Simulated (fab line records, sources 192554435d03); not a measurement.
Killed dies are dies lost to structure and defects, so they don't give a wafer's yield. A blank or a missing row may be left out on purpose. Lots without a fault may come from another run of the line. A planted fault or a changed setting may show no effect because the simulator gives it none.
Problem report in the 8D (eight disciplines) form, filled by code | flow n5_finfet | the parts of the form that need people (team, actions taken, sign-off) are left out

1. THE PROBLEM
raw_defect_count at N5_HKMG_FIN_INSPECT_28 reads a mean of 269 on 6 wafers of 2 lots; wafers without a fault read 37 with a standard deviation of 13. That is +18 standard deviations from the usual mean.
The step: inspects for defects (darkfield).
First seen on wafer L270.2, day 9 02:46, on defect_inspect-02. The record holds 24 wafers of 8 lots with a number at this step. Rule for "out", or "out of limits": more than 4 standard deviations from the usual mean. The other wafers with a number count as sound.

2. WHAT IT IS AND WHAT IT IS NOT
question                    | is                     | is not
which readings at this step | raw_defect_count       | -
which lots                  | L270, L271             | L252, L256, L257, L258, L273, L274
which wafers of those lots  | all that have a number | -
read on which gauges        | defect_inspect-02      | defect_inspect-01
when                        | from day 9 02:46       | up to then (12 sound wafers); but 6 sound wafers of L273, L274 came after

3. SUSPECTS, AND WHAT RULES EACH OUT
Counting: a tool at a process step up to the reading stays a suspect if it ran every lot that is out and no sound lot after the first of them.
- the gauge at N5_HKMG_FIN_INSPECT_28: ruled out. All the wafers that are out were read on defect_inspect-02, but those of them that N5_PASSIVATION_PROBE_49 has rows for are out there too, on other tools.
- rie_diel-01 at N5_HKMG_FIN_ETCH_67 (etches SOC in N2/H2, stops on TiN, target depth 388.9 nm): ruled out as a lasting fault. Sound lots L273 ran on it after its first lot that is out, L270 (day 9 00:47).
- cmp-03 at N5_HKMG_FIN_CMP_23 (polishes, stops on SiNx, t overpolish 10 s, target thk 46.326 nm): kept. It ran every lot that is out, first L270 (day 9 02:04), and no sound lot after that; its last sound lot up to then is L256 (day 5 13:00).
- cmp-03 at N5_HKMG_FIN_CMP_94 (polishes, stops on SiNx, t overpolish 4.7 s, target thk 43.299 nm): kept. It ran every lot that is out, first L270 (day 9 02:32), and no sound lot after that; its last sound lot up to then is L256 (day 5 13:26).
Left after counting: cmp-03 at N5_HKMG_FIN_CMP_23, cmp-03 at N5_HKMG_FIN_CMP_94.

4. THE CAUSE (what the simulator had put in)
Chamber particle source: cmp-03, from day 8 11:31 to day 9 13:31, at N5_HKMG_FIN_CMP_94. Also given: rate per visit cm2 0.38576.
Counting left 2 suspects, and this tool is among them.

5. THE CHAIN OF EFFECTS, in route order
Each row: a reading whose mean over the struck wafers that have a number lies more than 3 standard deviations from the usual. Only readings for which the record gives a usual standard deviation are gone through. hours: the time from each lot's start at the first step in this table that gives one to its start at this step, as a median over the lots. sigmas: the change in usual standard deviations.
hours | step                    | reading              | usual  | on struck wafers | change | sigmas
0     | N5_HKMG_FIN_INSPECT_28  | raw_defect_count     | 37     | 269              | +232   | +18
179   | N5_PASSIVATION_PROBE_49 | defect_limited_yield | 91.4 % | 75.5             | -16.0  | -11
179   | N5_PASSIVATION_PROBE_49 | killed_at_front_end  | 40     | 243              | +203   | +16
179   | N5_PASSIVATION_PROBE_49 | killed_dies          | 101    | 290              | +189   | +10
179   | N5_PASSIVATION_PROBE_49 | killed_on_rim        | 13     | 38               | +25    | +6.2
179   | N5_PASSIVATION_PROBE_49 | sort_bin_5_function  | 5.1 %  | 14.9             | +9.8   | +9.8
179   | N5_PASSIVATION_PROBE_49 | sort_bin_6_memory    | 3.2 %  | 8.5              | +5.3   | +7.8
179   | N5_PASSIVATION_PROBE_49 | sort_n_pass          | 1079   | 890              | -189   | -10
179   | N5_PASSIVATION_PROBE_49 | sort_yield_pct       | 91.4 % | 75.5             | -16.0  | -11
The process steps in it:
- N5_PASSIVATION_PROBE_49
Later measuring or inspecting steps at which every struck wafer that the step has a row for has a number for every such reading, and none has moved that far: N5_BEOL_M4_RC_MEAS_101.

6. WHAT WOULD HAVE CAUGHT IT SOONER
In this record the first reading out of limits at a measuring or inspecting step was taken at day 9 02:46, 15 hours after the fault began at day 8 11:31.
Of the tool readings at N5_HKMG_FIN_CMP_94 for which the record gives a usual standard deviation, none was out on any struck wafer, so an alarm limit of 4 standard deviations on them would not have fired.
Of the lots that are out (2), L271 began N5_HKMG_FIN_CMP_94 on cmp-03 after day 9 02:46. A hold on the tool at that time would have spared it.
